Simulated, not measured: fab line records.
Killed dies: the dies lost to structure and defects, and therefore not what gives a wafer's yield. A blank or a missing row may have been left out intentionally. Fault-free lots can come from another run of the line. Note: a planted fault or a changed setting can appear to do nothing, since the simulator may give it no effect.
Which of the tools did it? | flow n5 finfet | 12 lots, 36 wafers sampled, at 6 steps of a route of 1938

## WHAT THE GAUGES READ, wafer by wafer
N5_BEOL_M5_INSPECT_58: inspects for defects (darkfield).
lot  | measured     | on                | raw defect count
L075 | day 9 09:19  | defect inspect-02 | 88 69 62
L077 | day 9 16:18  | defect inspect-02 | 75 56 92
L080 | day 10 12:42 | defect inspect-02 | 82 110 82
L082 | day 10 18:56 | defect inspect-02 | 49 75 53
L085 | day 10 23:11 | defect inspect-01 | 64 70 77
L084 | day 11 16:56 | defect inspect-01 | 60 87 80
L088 | day 11 21:23 | defect inspect-02 | 77 91 57
L089 | day 12 12:54 | defect inspect-02 | 56 92 48
L093 | day 13 12:36 | defect inspect-02 | 50 44 65
L094 | day 13 14:40 | defect inspect-02 | 106 69 72
L095 | day 14 17:24 | defect inspect-02 | 98 94 140
L096 | day 15 00:09 | defect inspect-02 | 72 87 86

## WHAT TOOL EACH LOT RAN ON (gives the tool, then ch and the chambers of the sampled wafers, and finally the start)
lot  | N5_BEOL_M5_ETCH_67                 | N5_BEOL_M5_CURE_80            | N5_BEOL_M5_ALD_86                   | N5_BEOL_M5_SPUTTER_81        | N5_BEOL_M5_CMP_52
L075 | rie diel-03 ch 0,1,3, day 9 02:01  | uv cure-01 ch 1, day 9 02:37  | ald metal-01 ch 0,3, day 9 03:18    | pvd sputter-02, day 9 04:58  | cmp-04 ch 1,3, day 9 08:46
L077 | rie diel-02 ch 0,3, day 9 08:18    | uv cure-01 ch 1, day 9 08:55  | ald metal-03 ch 1,2, day 9 10:08    | pvd sputter-03, day 9 11:58  | cmp-04 ch 1,2, day 9 15:43
L080 | rie diel-02 ch 2,3, day 10 03:50   | uv cure-01 ch 1, day 10 04:28 | ald metal-03 ch 0,3, day 10 06:44   | pvd sputter-03, day 10 08:20 | cmp-01 ch 0,1,2, day 10 12:08
L082 | rie diel-03 ch 0,2,3, day 10 11:32 | uv cure-03 ch 2, day 10 12:15 | ald metal-01 ch 0,1,3, day 10 12:38 | pvd sputter-01, day 10 14:22 | cmp-01 ch 0,1,3, day 10 18:19
L085 | rie diel-02 ch 0,2, day 10 15:44   | uv cure-03 ch 2, day 10 16:22 | ald metal-01 ch 2,3, day 10 17:01   | pvd sputter-02, day 10 18:45 | cmp-01 ch 0,1, day 10 22:38
L084 | rie diel-02 ch 0,1, day 11 09:28   | uv cure-02 ch 1, day 11 10:07 | ald metal-02 ch 0,1,2, day 11 10:50 | pvd sputter-02, day 11 12:35 | cmp-04 ch 1,2,3, day 11 16:20
L088 | rie diel-04 ch 0,2,3, day 11 13:58 | uv cure-03 ch 1, day 11 14:35 | ald metal-02 ch 1,2, day 11 15:28   | pvd sputter-02, day 11 17:02 | cmp-03 ch 1,2,3, day 11 20:48
L089 | rie diel-04 ch 0,1,3, day 12 04:34 | uv cure-03 ch 1, day 12 05:17 | ald metal-01 ch 0,3, day 12 06:58   | pvd sputter-03, day 12 08:34 | cmp-01 ch 1,2, day 12 12:19
L093 | rie diel-03 ch 0,3, day 12 21:20   | uv cure-03 ch 0, day 12 21:58 | ald metal-03 ch 0,1,3, day 12 22:44 | pvd sputter-03, day 13 08:16 | cmp-03 ch 1,3, day 13 12:01
L094 | rie diel-02 ch 1,2, day 13 07:00   | uv cure-02 ch 2, day 13 08:03 | ald metal-02 ch 2,3, day 13 08:47   | pvd sputter-01, day 13 10:20 | cmp-03 ch 1,2,3, day 13 14:13
L095 | rie diel-04 ch 2,3, day 14 08:32   | uv cure-02 ch 2, day 14 09:06 | ald metal-01 ch 0,2,3, day 14 11:28 | pvd sputter-03, day 14 13:04 | cmp-01 ch 0,1,2, day 14 16:52
L096 | rie diel-02 ch 0,1, day 14 16:22   | uv cure-03 ch 0, day 14 17:08 | ald metal-02 ch 0,2,3, day 14 17:54 | pvd sputter-01, day 14 19:35 | cmp-04 ch 0,1,2, day 14 23:28
- N5_BEOL_M5_ETCH_67: etches SiARC in CF4, target depth 15.6 nm, time 26 s.
- N5_BEOL_M5_CURE_80: cures SiCOH lowk, time 120 s.
- N5_BEOL_M5_ALD_86: deposits TaN, pulse time 2 s, purge time 3 s, co reactant purge time 2 s.
- N5_BEOL_M5_SPUTTER_81: material Cu, target thk 15 nm, time 27.62 s.
- N5_BEOL_M5_CMP_52: polishes, stops on SiCOH lowk, t overpolish 6.9 s, target thk 62 nm.

## THE ANSWER, worked out from the rows above alone
Rule: what is usual is taken from the lots themselves. The widest of any qualifying gaps counts: lots, ordered by their means at a reading, are off when they make up no more than a third of the lots, leave a main group of 4 or more, and stand apart from it by 3 or more times the standard deviation of that group's means. Not used: any main group whose means are identical at the precision the tables above print for the reading. Also off: a lot with no number at a reading for which 4 or more lots have one. Any other lot the step has rows for is counted as sound.
No lot is off at any reading shown: from this, nothing can be told.

## WHAT HAD BEEN PUT IN BY THE SIMULATOR
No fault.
